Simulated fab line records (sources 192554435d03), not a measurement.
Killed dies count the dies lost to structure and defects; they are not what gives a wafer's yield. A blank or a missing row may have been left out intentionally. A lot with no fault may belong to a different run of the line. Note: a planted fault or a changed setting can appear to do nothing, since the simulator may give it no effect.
fab line records ; flow n5Finfet
[record] lots = 6; wafers = 18; lastDay = 16
route steps=1938 shown PMOS_HMC_CHANNEL_EPI@57 BEOL_M4@1111 PASSIVATION@1936
lots that met no fault: from a run of the same line without faults
startH: the number of hours between the record's first day and the start of the first shown wafer of the lot ; waitH: hours from the lot's prior step to this one ; " the same as in the row above ; L1.1+2: a single row standing in for several wafers ; - no value, or no start was given ; * or withheld: withheld ; < > ~ a bound
route shown NAME@n: NAME is a module with steps in the file, n the number in the route of the first one ; usual: average and standard deviation across the fault-free wafers ; same: alike in all rows ; chamber/n: place in a boat ; sites: the reading at each site ; _std_site: the values' standard deviation ; _edge_site: inner sites' mean taken away from outer sites' mean ; radiusMm: how far each site lies from the wafer's centre ; mask NAME#n: copy n ; behind: the tool/chamber that last shaped the wafer ; hold: cause of the lot's hold/its duration in hours/its outcome ; device: the n, p or np transistor that did not switch ; end of line: tests run on the same wafers once the route is complete ; a step given without rows: its recipe and nothing more ; killed: at the first sort, the dies lost to defects and structure; wafer yield is something else ; map: a wafer's dies, x killed, . not, _ none there
set.NAME: setting as actually run; set.NAME@STEP: the setting as run at that earlier step ; model.NAME: the simulator's own value behind a step, which no gauge read
certain route steps with their lots: each step a table, each wafer a row
services: the hour from which a tool's chamber was out of use, counted from the record's first day as startH (under 0 if before that day), plus the number of hours and why
[[steps]]
[step N5_PMOS_HMC_CHANNEL_EPI_HM_DEP_34]
[recipe] material = SiO2; targetThkA = 360; tempC = 400; precursor = TEOS/O2; pressureTorr = 6.5; rfW = 900; teosFlowSccm = 161.4; gas = O2; flowSccm = 2650; timeS = 6.9
[usual] heaterPowerW = 546/85; showerheadPlenumPTorr = 8.34/0.035; throttleValvePct = 18.4/0.67
lot.wafer;tool;chamber;startH;waitH;heaterPowerW;showerheadPlenumPTorr;throttleValvePct
L422.2;pecvd-01;0;16.95;0.0;467;8.32;18.3
L422.3;pecvd-01;2;16.95;0.0;507;8.36;18.0
L422.5;pecvd-01;2;16.95;0.0;489;8.36;18.2
L431.2;pecvd-03;1;71.01;0.0;611;8.35;18.6
L431.3;pecvd-03;1;71.01;0.0;641;8.37;18.9
L431.4;pecvd-03;0;71.01;0.0;467;8.32;18.2
L432.3;pecvd-01;2;78.07;0.0;522;8.36;18.2
L432.5;pecvd-01;2;78.07;0.0;527;8.35;17.9
L432.6;pecvd-01;0;78.07;0.0;449;8.33;18.6
L433.1;pecvd-04;1;83.06;0.0;552;8.39;18.5
L433.2;pecvd-04;0;83.06;0.0;496;8.29;19.2
L433.6;pecvd-04;0;83.06;0.0;512;8.29;18.6
L435.1;pecvd-01;0;94.85;0.1;424;8.33;18.4
L435.3;pecvd-01;1;94.85;0.1;688;8.30;19.7
L435.6;pecvd-01;1;94.85;0.1;687;8.31;19.6
L442.2;pecvd-04;1;137.93;0.0;542;8.38;18.3
L442.3;pecvd-04;2;137.93;0.0;568;8.35;17.5
L442.6;pecvd-04;2;137.93;0.0;590;8.36;17.2
[step N5_PMOS_HMC_CHANNEL_EPI_COAT_31]
[recipe] resist = BARC; tempC = 205; timeS = 60; spinRpm = 1500; resistThkNm = 66
[step N5_PMOS_HMC_CHANNEL_EPI_COAT_03]
[recipe] resist = CAR-ArF-block; spinRpm = 1500; resistThkNm = 205
[step N5_PMOS_HMC_CHANNEL_EPI_EBR_05]
[recipe] solvent = PGMEA; ebrWidthMm = 1.5
[step N5_PMOS_HMC_CHANNEL_EPI_SOFTBAKE_04]
[recipe] tempC = 110; timeS = 60; resist = CAR-ArF-block
[step N5_PMOS_HMC_CHANNEL_EPI_EXPOSE_06]
[recipe] maskId = PMOS_HMC_BLK; na = 1.35; sourceShape = conventional; sigmaOuter = 0.8; polarization = unpolarized; targetCdNm = 240; doseMj = 41
[step N5_PMOS_HMC_CHANNEL_EPI_PEB_07]
[recipe] pebTempC = 110; pebTimeS = 60; resist = CAR-ArF-block
[step N5_PMOS_HMC_CHANNEL_EPI_DEVELOP_08]
[recipe] developTimeS = 30; developer = TMAH; resist = CAR-ArF-block; devTempC = 23; rinseLiquid = diw; dry = airSpin
[step N5_PMOS_HMC_CHANNEL_EPI_CD_MEAS_09]
[recipe] targetCdNm = 237.4; landingEnergyEv = 500; detector = seInlens
[usual] cdNm = 237.4/0.96
lot.wafer;tool;chamber;startH;waitH;cdNm
L422.2;cdSem-01;0;17.35;-;236.4
L422.3;cdSem-01;0;17.35;-;236.9
L422.5;cdSem-01;0;17.35;-;237.4
L431.2;cdSem-01;0;71.32;-;236.4
L431.3;cdSem-01;0;71.32;-;238.7
L431.4;cdSem-01;0;71.32;-;236.7
L432.3;cdSem-03;0;78.35;-;237.4
L432.5;cdSem-03;0;78.35;-;237.7
L432.6;cdSem-03;0;78.35;-;236.5
L433.1;cdSem-01;0;83.35;-;237.2
L433.2;cdSem-01;0;83.35;-;238.2
L433.6;cdSem-01;0;83.35;-;235.9
L435.1;cdSem-02;0;95.26;-;237.3
L435.3;cdSem-02;0;95.26;-;237.2
L435.6;cdSem-02;0;95.26;-;237.2
L442.2;cdSem-03;0;138.34;-;237.6
L442.3;cdSem-03;0;138.34;-;237.8
L442.6;cdSem-03;0;138.34;-;237.6
[step N5_PMOS_HMC_CHANNEL_EPI_OVL_MEAS_10]
[recipe] pointsPerWafer = 44
[usual] PMOS_HMC_BLK_OVL = -0.2/0.64
lot.wafer;tool;chamber;startH;waitH;PMOS_HMC_BLK_OVL[nm]
L422.2;overlay-01;0;17.38;0.0;1.2
L422.3;overlay-01;0;17.38;0.0;-0.8
L422.5;overlay-01;0;17.38;0.0;-0.4
L431.2;overlay-01;0;71.35;0.0;-1.2
L431.3;overlay-01;0;71.35;0.0;-0.2
L431.4;overlay-01;0;71.35;0.0;-1.4
L432.3;overlay-01;0;78.38;0.0;0.5
L432.5;overlay-01;0;78.38;0.0;0.1
L432.6;overlay-01;0;78.38;0.0;-0.9
L433.1;overlay-01;0;83.39;0.0;-0.5
L433.2;overlay-01;0;83.39;0.0;-2.1
L433.6;overlay-01;0;83.39;0.0;-0.3
L435.1;overlay-02;0;95.29;0.0;-0.5
L435.3;overlay-02;0;95.29;0.0;0.0
L435.6;overlay-02;0;95.29;0.0;0.6
L442.2;overlay-01;0;138.37;0.0;0.1
L442.3;overlay-01;0;138.37;0.0;0.1
L442.6;overlay-01;0;138.37;0.0;1.1
[step N5_PMOS_HMC_CHANNEL_EPI_INSPECT_11]
[recipe] mode = adi; inspectInstrument = macro
[usual] rawDefectCount = 2.0/1.5
lot.wafer;tool;chamber;startH;waitH;rawDefectCount
L422.2;defectInspect-02;-;17.41;0.0;3
L422.3;defectInspect-02;-;17.41;0.0;0
L422.5;defectInspect-02;-;17.41;0.0;2
L431.2;defectInspect-01;-;71.38;0.0;2
L431.3;defectInspect-01;-;71.38;0.0;1
L431.4;defectInspect-01;-;71.38;0.0;3
L432.3;defectInspect-01;-;78.40;0.0;3
L432.5;defectInspect-01;-;78.40;0.0;1
L432.6;defectInspect-01;-;78.40;0.0;1
L433.1;defectInspect-01;-;83.41;0.0;1
L433.2;defectInspect-01;-;83.41;0.0;5
L433.6;defectInspect-01;-;83.41;0.0;3
L435.1;defectInspect-02;-;95.31;0.0;4
L435.3;defectInspect-02;-;95.31;0.0;2
L435.6;defectInspect-02;-;95.31;0.0;0
L442.2;defectInspect-01;-;138.39;0.0;6
L442.3;defectInspect-01;-;138.39;0.0;1
L442.6;defectInspect-01;-;138.39;0.0;1
[step N5_PMOS_HMC_CHANNEL_EPI_DESCUM_14]
[recipe] chemistry = O2; timeS = 7.9; sourcePowerW = 50; biasPowerW = 20; pressureMtorr = 20; rfFrequencyHz = 2.712e+07; tempC = 40; resist = CAR-ArF-block; o2FlowSccm = 225
[usual] chamberPressureMTorr = 20.001/0.016; drypumpMotorCurrentA = 5.8/0.51; o2FlowSccm = 225.0/0.7; oesProductAu = 0.77/0.078; rfVppV = 243.6/1.3; showerheadPlenumPTorr = 2.13/0.068; throttleValvePct = 20.39/0.17
lot.wafer;tool;chamber;startH;waitH;chamberPressureMTorr;drypumpMotorCurrentA;o2FlowSccm;oesProductAu;rfHoursCounterH;rfVppV;showerheadPlenumPTorr;throttleValvePct
L422.2;rieDiel-02;2;17.46;0.1;19.992;6.5;224.6;0.76;160;242.1;2.08;20.50
L422.3;rieDiel-02;1;17.46;0.1;19.967;5.8;225.5;0.79;111;243.0;2.12;20.20
L422.5;rieDiel-02;2;17.46;0.1;20.034;6.5;225.1;0.75;-;243.7;2.08;20.49
L431.2;rieDiel-02;3;71.52;0.1;19.987;5.6;224.6;0.71;230;240.7;1.98;20.43
L431.3;rieDiel-02;0;71.52;0.1;20.004;5.1;224.7;0.71;198;245.4;2.17;20.53
L431.4;rieDiel-02;1;71.52;0.1;20.008;5.7;224.1;0.78;126;242.7;2.12;20.23
L432.3;rieDiel-02;1;78.43;0.0;20.008;5.8;225.8;0.78;128;242.9;2.12;20.24
L432.5;rieDiel-02;3;78.43;0.0;20.022;5.6;223.7;0.71;-;240.8;1.98;20.41
L432.6;rieDiel-02;0;78.43;0.0;20.000;5.1;223.8;0.72;-;245.4;2.17;20.54
L433.1;rieDiel-01;2;83.96;0.5;19.984;5.7;224.5;0.75;163;244.1;2.18;20.08
L433.2;rieDiel-01;3;83.96;0.5;19.996;6.3;225.1;0.77;154;243.1;2.11;20.43
L433.6;rieDiel-01;2;83.96;0.5;19.994;5.7;225.2;0.75;-;245.2;2.18;20.08
L435.1;rieDiel-03;2;95.45;0.1;19.982;4.8;224.3;0.68;243;244.2;2.04;20.50
L435.3;rieDiel-03;3;95.45;0.1;19.993;5.9;224.6;0.74;151;245.3;2.19;20.61
L435.6;rieDiel-03;2;95.45;0.1;19.997;4.9;225.3;0.67;-;241.4;2.04;20.50
L442.2;rieDiel-01;1;138.43;0.0;20.023;5.9;226.1;0.90;35;244.8;2.25;20.35
L442.3;rieDiel-01;2;138.43;0.0;19.995;5.7;225.0;0.72;184;245.5;2.17;20.09
L442.6;rieDiel-01;2;138.43;0.0;19.982;5.7;225.5;0.73;-;244.7;2.17;20.09
[step N5_PMOS_HMC_CHANNEL_EPI_ETCH_32]
[recipe] chemistry = N2/H2; target = BARC; stopOn = SiO2; targetDepthA = 858; overEtchFrac = 0.3; timeS = 50.3; ionEnergyEv = 200; maskMaterial = CAR-ArF-block; pressureMtorr = 30; sourceW = 840; biasW = 150; n2FlowSccm = 200; h2FlowSccm = 200
[usual] biasW = 150.0/0.41; chamberPressureMTorr = 30.002/0.026; drypumpMotorCurrentA = 5.8/0.51; oesProductAu = 0.66/0.061; rfVppV = 525.1/2.3; showerheadPlenumPTorr = 2.58/0.074; throttleValvePct = 17.84/0.21
[same] overEtchFrac = 0.3
lot.wafer;tool;chamber;startH;waitH;biasW;chamberPressureMTorr;drypumpMotorCurrentA;oesProductAu;rfHoursCounterH;rfVppV;showerheadPlenumPTorr;throttleValvePct;model.CAR-ArF-block_of_PMOS_HMC_CHANNEL_EPI_COAT_03.thkNm
L422.2;rieDiel-02;2;17.49;0.0;149.3;30.021;6.5;0.65;160;523.7;2.56;18.14;134.7
L422.3;rieDiel-02;1;17.49;0.0;150.3;29.997;5.8;0.68;111;523.9;2.56;17.54;131.7
L422.5;rieDiel-02;2;17.49;0.0;149.7;30.023;6.5;0.64;-;523.2;2.56;18.15;134.7
L431.2;rieDiel-02;3;71.55;0.0;149.8;29.947;5.6;0.61;230;520.5;2.41;17.89;130.6
L431.3;rieDiel-02;0;71.55;0.0;233.9;30.013;5.1;0.62;198;697.0;2.61;17.86;123.6
L431.4;rieDiel-02;1;71.55;0.0;149.8;30.005;5.8;0.66;126;525.7;2.55;17.57;132.3
L432.3;rieDiel-02;1;78.47;0.0;150.7;29.992;5.7;0.67;128;524.3;2.55;17.58;131.7
L432.5;rieDiel-02;3;78.47;0.0;150.1;30.010;5.6;0.61;-;520.0;2.41;17.89;130.7
L432.6;rieDiel-02;0;78.47;0.0;234.1;30.028;5.0;0.61;-;696.1;2.61;17.88;122.2
L433.1;rieDiel-01;2;83.99;0.0;150.4;30.010;5.7;0.64;163;524.8;2.66;17.59;134.7
L433.2;rieDiel-01;3;83.99;0.0;150.2;30.026;6.4;0.65;154;525.7;2.54;17.79;131.8
L433.6;rieDiel-01;2;83.99;0.0;149.2;29.980;5.7;0.63;-;526.3;2.65;17.56;134.6
L435.1;rieDiel-03;2;95.49;0.0;150.4;30.020;4.9;0.60;243;522.5;2.50;18.02;137
L435.3;rieDiel-03;3;95.49;0.0;150.2;30.012;5.9;0.63;151;525.5;2.65;18.05;134.5
L435.6;rieDiel-03;2;95.49;0.0;150.0;29.999;4.9;0.59;-;523.6;2.50;18.02;137.9
L442.2;rieDiel-01;1;138.46;0.0;149.7;29.999;5.9;0.77;35;529.2;2.68;17.58;131.9
L442.3;rieDiel-01;2;138.46;0.0;150.1;30.022;5.7;0.62;184;526.6;2.65;17.61;134.3
L442.6;rieDiel-01;2;138.46;0.0;150.2;29.995;5.7;0.62;-;528.5;2.65;17.64;134.3
[step N5_PMOS_HMC_CHANNEL_EPI_HM_OPEN_15]
[recipe] chemistry = CHF3/O2; target = SiO2; maskMaterial = CAR-ArF-block; targetDepthA = 406; CHF3_flow_sccm = 50; O2_flow_sccm = 5; Ar_flow_sccm = 200; timeS = 20.3; pressureMtorr = 30; sourceW = 650; biasW = 170; ionEnergyEv = 200
[usual] chamberPressureMTorr = 30.00/0.034; drypumpMotorCurrentA = 5.8/0.51; oesProductAu = 0.77/0.079; rfVppV = 524/13; showerheadPlenumPTorr = 2.45/0.069; throttleValvePct = 18.86/0.18
lot.wafer;tool;chamber;startH;waitH;chamberPressureMTorr;drypumpMotorCurrentA;oesProductAu;rfHoursCounterH;rfVppV;showerheadPlenumPTorr;throttleValvePct;model.CAR-ArF-block_of_PMOS_HMC_CHANNEL_EPI_COAT_03.thkNm
L422.2;rieDiel-02;2;17.54;0.0;29.97;6.5;0.74;160;502;2.40;19.00;95.69
L422.3;rieDiel-02;1;17.54;0.0;29.97;5.7;0.80;111;523;2.42;18.55;90.51
L422.5;rieDiel-02;2;17.54;0.0;29.99;6.5;0.74;-;503;2.40;18.98;96.22
L431.2;rieDiel-02;3;71.59;0.0;29.97;5.6;0.71;230;515;2.30;18.96;90.05
L431.3;rieDiel-02;0;71.59;0.0;30.01;5.1;0.71;198;514;2.49;18.95;83.45
L431.4;rieDiel-02;1;71.59;0.0;29.97;5.7;0.78;126;525;2.41;18.56;91.66
L432.3;rieDiel-02;1;78.51;0.0;29.98;5.7;0.78;128;524;2.41;18.58;90.77
L432.5;rieDiel-02;3;78.51;0.0;30.05;5.6;0.72;-;514;2.30;18.97;90.08
L432.6;rieDiel-02;0;78.51;0.0;29.99;5.1;0.71;-;514;2.49;18.95;81.68
L433.1;rieDiel-01;2;84.04;0.0;29.98;5.7;0.75;164;554;2.50;18.54;94.28
L433.2;rieDiel-01;3;84.04;0.0;30.04;6.3;0.76;154;524;2.40;18.79;90.38
L433.6;rieDiel-01;2;84.04;0.0;30.03;5.7;0.74;-;550;2.50;18.56;94.24
L435.1;rieDiel-03;2;95.53;0.0;29.99;4.9;0.67;244;518;2.38;19.12;98.36
L435.3;rieDiel-03;3;95.53;0.0;29.95;6.0;0.74;151;540;2.49;18.95;93.68
L435.6;rieDiel-03;2;95.53;0.0;30.01;4.9;0.67;-;519;2.38;19.12;99.58
L442.2;rieDiel-01;1;138.50;0.0;30.02;5.9;0.88;35;539;2.55;18.70;89.9
L442.3;rieDiel-01;2;138.50;0.0;29.95;5.7;0.73;184;552;2.49;18.60;94.19
L442.6;rieDiel-01;2;138.50;0.0;30.02;5.7;0.73;-;552;2.49;18.57;94.44
[step N5_PMOS_HMC_CHANNEL_EPI_STRIP_33]
[recipe] chemistry = N2/H2; powerW = 500; tempC = 40; pressureMtorr = 50; rfFrequencyHz = 6e+07; overashFraction = 0.3; biasPowerW = 8; h2Frac = 0.5; n2FlowSccm = 300; h2FlowSccm = 300
[usual] chamberPressureMTorr = 49.99/0.08; drypumpMotorCurrentA = 5.8/0.51; oesProductAu = 0.78/0.079; rfVppV = 54.2/1.8; showerheadPlenumPTorr = 3.41/0.094; throttleValvePct = 18.9/0.33
lot.wafer;tool;chamber;startH;waitH;chamberPressureMTorr;drypumpMotorCurrentA;oesProductAu;rfHoursCounterH;rfVppV;showerheadPlenumPTorr;throttleValvePct
L422.2;rieDiel-02;2;17.59;0.0;50.12;6.5;0.75;160;53.7;3.38;19.3
L422.3;rieDiel-02;1;17.59;0.0;49.92;5.8;0.80;111;54.2;3.38;18.5
L422.5;rieDiel-02;2;17.59;0.0;49.98;6.5;0.76;-;55.8;3.38;19.2
L431.2;rieDiel-02;3;71.65;0.0;49.97;5.6;0.70;230;52.4;3.19;18.7
L431.3;rieDiel-02;0;71.65;0.0;49.91;5.1;0.71;198;54.6;3.45;18.9
L431.4;rieDiel-02;1;71.65;0.0;49.98;5.7;0.77;126;52.4;3.37;18.6
L432.3;rieDiel-02;1;78.57;0.0;49.98;5.7;0.77;128;52.3;3.37;18.6
L432.5;rieDiel-02;3;78.57;0.0;50.00;5.5;0.69;-;54.8;3.19;18.8
L432.6;rieDiel-02;0;78.57;0.0;49.88;5.1;0.72;-;50.8;3.44;19.0
L433.1;rieDiel-01;2;84.09;0.0;50.04;5.7;0.73;164;55.2;3.50;18.5
L433.2;rieDiel-01;3;84.09;0.0;50.01;6.3;0.77;154;51.4;3.35;18.9
L433.6;rieDiel-01;2;84.09;0.0;50.09;5.7;0.73;-;53.2;3.50;18.5
L435.1;rieDiel-03;2;95.59;0.0;49.98;4.9;0.67;244;55.8;3.31;18.9
L435.3;rieDiel-03;3;95.59;0.0;49.91;5.9;0.75;151;50.4;3.50;19.3
L435.6;rieDiel-03;2;95.59;0.0;49.94;4.9;0.67;-;54.7;3.31;18.9
L442.2;rieDiel-01;1;138.56;0.0;50.07;5.9;0.90;35;56.9;3.54;18.6
L442.3;rieDiel-01;2;138.56;0.0;50.09;5.7;0.73;184;56.4;3.49;18.5
L442.6;rieDiel-01;2;138.56;0.0;49.98;5.7;0.73;-;54.4;3.49;18.5
[step N5_BEOL_M4_RC_MEAS_101]
[usual] DIBL_N = 36.2/1.7; DIBL_P = 36.6/1.9; IOFF_N = 0.16/0.032; IOFF_P = 0.21/0.037; ION_N = 675/12; ION_P = 460/8.1; SS_N = 71.4/0.58; SS_P = 73.4/0.64; VT_N = 249/3.2; VT_P = -252/3.4
lot.wafer;tool;chamber;startH;waitH;DIBL_N[mV/V];DIBL_P[mV/V];IOFF_N[nA/um];IOFF_P[nA/um];ION_N[uA/um];ION_P[uA/um];SS_N[mV/dec];SS_P[mV/dec];VT_N[mV];VT_P[mV]
L422.2;prober-02;0;166.89;0.2;38.8;36.9;0.19;0.21;694;467;71.8;74.1;243;-250
L422.3;prober-02;0;166.89;0.2;38.4;39.0;0.20;0.24;682;469;71.7;74.0;245;-249
L422.5;prober-02;0;166.89;0.2;35.8;35.4;0.14;0.18;675;457;70.3;72.4;249;-253
L431.2;prober-02;0;208.33;0.2;35.0;35.6;0.14;0.17;666;452;71.7;73.0;249;-254
L431.3;prober-02;0;208.33;0.2;37.1;38.9;0.19;0.22;687;465;72.0;72.8;246;-250
L431.4;prober-02;0;208.33;0.2;33.7;34.1;0.12;0.15;657;448;71.3;72.8;253;-255
L432.3;prober-02;0;227.00;0.3;35.6;36.1;0.13;0.18;649;446;71.5;73.2;255;-255
L432.5;prober-02;0;227.00;0.3;36.9;38.4;0.16;0.21;674;462;71.3;73.7;251;-251
L432.6;prober-02;0;227.00;0.3;33.4;33.4;0.11;0.15;658;455;70.2;72.3;255;-253
L433.1;prober-01;0;242.51;0.0;34.4;36.2;0.14;0.21;680;466;70.6;74.1;254;-249
L433.2;prober-01;0;242.51;0.0;33.2;33.8;0.12;0.18;649;453;70.7;73.1;255;-251
L433.6;prober-01;0;242.51;0.0;35.7;37.1;0.17;0.24;676;466;71.3;74.1;249;-248
L435.1;prober-02;0;244.98;0.0;34.8;34.8;0.15;0.17;681;457;71.2;72.9;252;-255
L435.3;prober-02;0;244.98;0.0;38.0;38.2;0.19;0.22;661;451;72.0;73.9;247;-250
L435.6;prober-02;0;244.98;0.0;35.5;35.0;0.15;0.17;661;447;71.5;72.6;250;-256
L442.2;prober-02;0;286.90;0.2;37.7;36.5;0.15;0.19;678;461;71.2;72.9;251;-253
L442.3;prober-02;0;286.90;0.2;38.1;37.4;0.17;0.21;688;467;72.7;72.7;248;-253
L442.6;prober-02;0;286.90;0.2;36.9;35.3;0.13;0.17;648;448;71.7;72.6;256;-257
[step N5_PASSIVATION_PROBE_49]
[usual] defectLimitedYield = 91.3/1.5; killed_at_M0_to_M3 = 35/10; killed_at_M4_up = 12/4.6; killedAtContacts = 13/6.6; killedAtFrontEnd = 39/11; killedAtOther = 4/3.4; killedDies = 103/17; killedOpen = 67/13; killedShort = 35/8.2; sort_bin_5_function = 5.1/0.94; sort_bin_6_memory = 3.2/0.7; sortNPass = 1077/17; sortYieldPct = 91.3/1.5
[same] grossDies = 1180; killedAtBackSide = 0; sort_bin_4_leakage[%] = 0; sort_bin_8_speed[%] = 0
lot.wafer;tool;chamber;startH;waitH;defectLimitedYield[%];killed_at_M0_to_M3;killed_at_M4_up;killedAtContacts;killedAtFrontEnd;killedAtOther;killedDies;killedOpen;killedShort;sort_bin_5_function[%];sort_bin_6_memory[%];sortNPass;sortYieldPct[%]
L422.2;prober-02;-;270.68;0.1;91.3;28;16;6;51;2;103;62;40;5.3;3.1;1077;91.3
L422.3;prober-02;-;270.73;0.1;93.2;25;12;9;31;3;80;46;31;4.3;2.1;1100;93.2
L422.5;prober-02;-;270.83;0.2;89.0;44;20;10;51;5;130;71;54;5.7;4.6;1050;89.0
L433.1;prober-02;-;345.56;0.0;93.6;35;7;5;26;2;75;31;39;3.6;2.1;1105;93.6
L433.2;prober-02;-;345.61;0.1;94.1;28;9;5;26;2;70;39;30;3.5;2.2;1110;94.1
L433.6;prober-02;-;345.81;0.3;92.2;28;8;21;33;2;92;64;27;4.2;3.2;1088;92.2
// killed by level:class
L422.2 DUMMY_GATE:geometricParticle:open=9 FIN_SAQP:geometricParticle:short=7 BEOL_M0_SAQP:geometricParticle:short=7 BEOL_M4:geometricParticle:open=7 STI_FIN_REVEAL:geometricParticle:open=6 MOL_CONTACT_COAG:geometricParticle:open=6 BEOL_M0_SAQP:geometricParticle:open=5 BEOL_M1:geometricParticle:open=5
L422.3 BEOL_M0_SAQP:geometricParticle:short=10 DUMMY_GATE:geometricParticle:open=6 MOL_CONTACT_COAG:geometricParticle:short=6 GATE_CUT:geometricParticle:short=5 FIN_SAQP:geometricParticle:open=4 BEOL_M0_SAQP:geometricParticle:open=4 GATE_CUT:geometricParticle:open=4 BEOL_M3:geometricParticle:open=4
L422.5 BEOL_M4:geometricParticle:open=16 FIN_SAQP:geometricParticle:short=9 BEOL_M0_SAQP:geometricParticle:open=9 BEOL_M0_SAQP:geometricParticle:short=8 FIN_SAQP:geometricParticle:open=7 BEOL_M1:geometricParticle:open=7 DUMMY_GATE:geometricParticle:open=6 BEOL_M0:geometricParticle:short=6
L433.1 BEOL_M0_SAQP:geometricParticle:short=16 GATE_CUT:geometricParticle:short=11 BEOL_M3:geometricParticle:open=6 BEOL_M0_SAQP:geometricParticle:open=5 HKMG_FIN:areaEtch=4 STI_FIN_REVEAL:geometricParticle:open=3 GATE_CUT:geometricParticle:open=3 MOL_CONTACT_COAG:geometricParticle:open=3
L433.2 BEOL_M0_SAQP:geometricParticle:short=14 FIN_SAQP:geometricParticle:open=5 BEOL_M0_SAQP:geometricParticle:open=5 BEOL_M3:geometricParticle:open=5 STI_FIN_REVEAL:geometricParticle:open=4 FIN_SAQP:geometricParticle:short=3 ILD0:geometricParticle:short=3 MOL_CONTACT_COAG:geometricParticle:open=3
L433.6 MOL_CONTACT_COAG:geometricParticle:open=18 FIN_SAQP:geometricParticle:open=7 BEOL_M0_SAQP:geometricParticle:open=7 BEOL_M1:geometricParticle:open=7 BEOL_M3:geometricParticle:open=6 BEOL_M0_SAQP:geometricParticle:short=5 FIN_SAQP:geometricParticle:short=4 STI_FIN_REVEAL:geometricParticle:open=4
[[services]]
tool;chamber;startH;hours;kind
rieDiel-01;0;-3.69;4.4;repair
pecvd-03;-;-3.44;0.7;repair
rieDiel-03;2;6.93;2.8;repair
rieDiel-01;1;11.47;-;clean
rieDiel-01;1;11.47;-;consumableReplace:focusRing
rieDiel-01;1;11.47;-;consumableReplace:showerhead
rieDiel-01;1;11.47;13.3;scheduledDown
rieDiel-01;1;11.47;13.3;ventCycle
pecvd-04;-;16.51;12.7;repair
rieDiel-03;1;18.57;4.2;repair
pecvd-03;2;67.09;6.4;repair
pecvd-04;2;80.49;10.2;repair
rieDiel-01;0;83.87;-;clean
rieDiel-01;0;83.87;-;consumableReplace:focusRing
rieDiel-01;0;83.87;18.3;scheduledDown
rieDiel-01;0;83.87;18.3;ventCycle
rieDiel-03;1;85.69;1.9;repair
rieDiel-01;-;94.95;0.5;repair
rieDiel-02;-;105.28;14.6;pm
pecvd-01;-;107.81;14.6;pm
rieDiel-03;2;116.00;-;clean
rieDiel-03;2;116.00;-;consumableReplace:focusRing
rieDiel-03;2;116.00;23.7;scheduledDown
pecvd-04;1;121.37;3.7;repair
[[key]]
[firstSign] step = N5_PMOS_HMC_CHANNEL_EPI_ETCH_32; reading = biasW; direction = up; sigmas = 99+; usual = *; struck = *
[effect] step = N5_PMOS_HMC_CHANNEL_EPI_ETCH_32; reading = rfVppV; direction = up; sigmas = 75; usual = 525.1; struck = 696.6
[modelEffect] step = N5_PMOS_HMC_CHANNEL_EPI_ETCH_32; value = CAR-ArF-block_of_PMOS_HMC_CHANNEL_EPI_COAT_03.thkNm; without = 132.7; struck = 122.9
[modelEffect] step = N5_PMOS_HMC_CHANNEL_EPI_HM_OPEN_15; value = CAR-ArF-block_of_PMOS_HMC_CHANNEL_EPI_COAT_03.thkNm; without = 92.31; struck = 82.56
metAt N5_PMOS_HMC_CHANNEL_EPI_ETCH_32
struckWafers L431.3,L432.6
[fault] kind = processParameterDrift; tool = rieDiel-02; chamber = 0; onsetH = 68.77; steps = N5_PMOS_HMC_CHANNEL_EPI_ETCH_32; channel = biasW; offset = *; shape = step; endH = 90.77; actsIn = *; stated = *
